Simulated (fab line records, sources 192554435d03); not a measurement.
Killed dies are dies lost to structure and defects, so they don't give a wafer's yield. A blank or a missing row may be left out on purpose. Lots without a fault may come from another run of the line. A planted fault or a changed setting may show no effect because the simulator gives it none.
Chamber matching | flow n5_finfet | N5_HKMG_FIN_ALD_21 on ald_metal-01: 4 sister chambers
The step deposits TiN, target thk 1.5 nm, pulse time 1 s, purge time 3 s. 20 wafers are shown with their chamber, then 10 later ones without.

WAFERS WITH THEIR CHAMBER
wafer  | chamber | heater_power_w (W) | susceptor_temp_C (C) | precursor_pulse_height_rel
L074.1 | 2       | 921                | 400.16               | 0.980
L074.2 | 0       | 864                | 400.04               | 1.016
L074.4 | 2       | 923                | 400.41               | 1.007
L076.2 | 2       | 918                | 400.31               | 1.005
L076.3 | 3       | 939                | 399.82               | 0.957
L076.5 | 0       | 861                | 400.23               | 1.028
L077.2 | 2       | 929                | 400.12               | 0.992
L077.5 | 3       | 929                | 399.84               | 0.983
L077.6 | 0       | 860                | 400.05               | 0.995
L079.1 | 0       | 885                | 399.72               | 0.971
L079.3 | 1       | 703                | 400.05               | 1.041
L079.4 | 3       | 935                | 400.14               | 0.985
L081.1 | 3       | 949                | 399.98               | 1.016
L081.5 | 0       | 880                | 400.49               | 0.997
L081.6 | 1       | 702                | 400.17               | 1.012
L084.2 | 3       | 935                | 399.93               | 1.049
L084.5 | 3       | 946                | 399.53               | 0.991
L084.6 | 2       | 885                | 399.84               | 1.003
L087.4 | 0       | 869                | 400.01               | 1.012
L087.5 | 3       | 944                | 399.93               | 1.026

SIGNATURES (means of the wafers above)
reading                    | chamber 0 | chamber 1 | chamber 2 | chamber 3 | scatter within a chamber
heater_power_w             | 869.83    | 702.50    | 915.20    | 939.57    | 11.3
susceptor_temp_C           | 400.0900  | 400.1100  | 400.1680  | 399.8814  | 0.214
precursor_pulse_height_rel | 1.00317   | 1.02650   | 0.99740   | 1.00100   | 0.0233
Rule: a wafer's distance from a chamber is the root of the sum, over the readings, of the square of ((its reading less the chamber's mean) divided by the reading's scatter). The wafer belongs to the nearest chamber; if the next one is less than 2 further off, it can't be placed. The scatter: the root of (the sum of the squares of (reading less its chamber's mean) over the shown wafers, divided by (wafers less chambers)).

WAFERS WITHOUT THEIR CHAMBER
wafer  | heater_power_w (W) | susceptor_temp_C (C) | precursor_pulse_height_rel
L087.6 | 912                | 400.00               | 1.013
L088.3 | 940                | 400.14               | 1.032
L088.5 | 862                | 400.10               | 0.998
L088.6 | 911                | 399.89               | 1.005
L090.1 | 933                | 400.22               | 0.985
L090.4 | 682                | 399.66               | 1.022
L090.6 | 863                | 400.23               | 1.008
L097.3 | 695                | 399.84               | 1.031
L097.4 | 946                | 400.12               | 0.969
L097.6 | 951                | 400.12               | 0.998

WHICH CHAMBER EACH WENT THROUGH
wafer  | from the rows above     | in truth
L087.6 | can't be placed: 2 or 3 | 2
L088.3 | can't be placed: 3 or 2 | 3
L088.5 | 0                       | 0
L088.6 | can't be placed: 2 or 3 | 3
L090.1 | can't be placed: 2 or 3 | 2
L090.4 | 1                       | 1
L090.6 | 0                       | 0
L097.3 | 1                       | 1
L097.4 | can't be placed: 3 or 2 | 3
L097.6 | can't be placed: 3 or 2 | 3
Placed correctly: 4 of 10. Can't be placed from these rows: 6 (the true chamber is among the candidates in 6). Placed wrongly: 0.
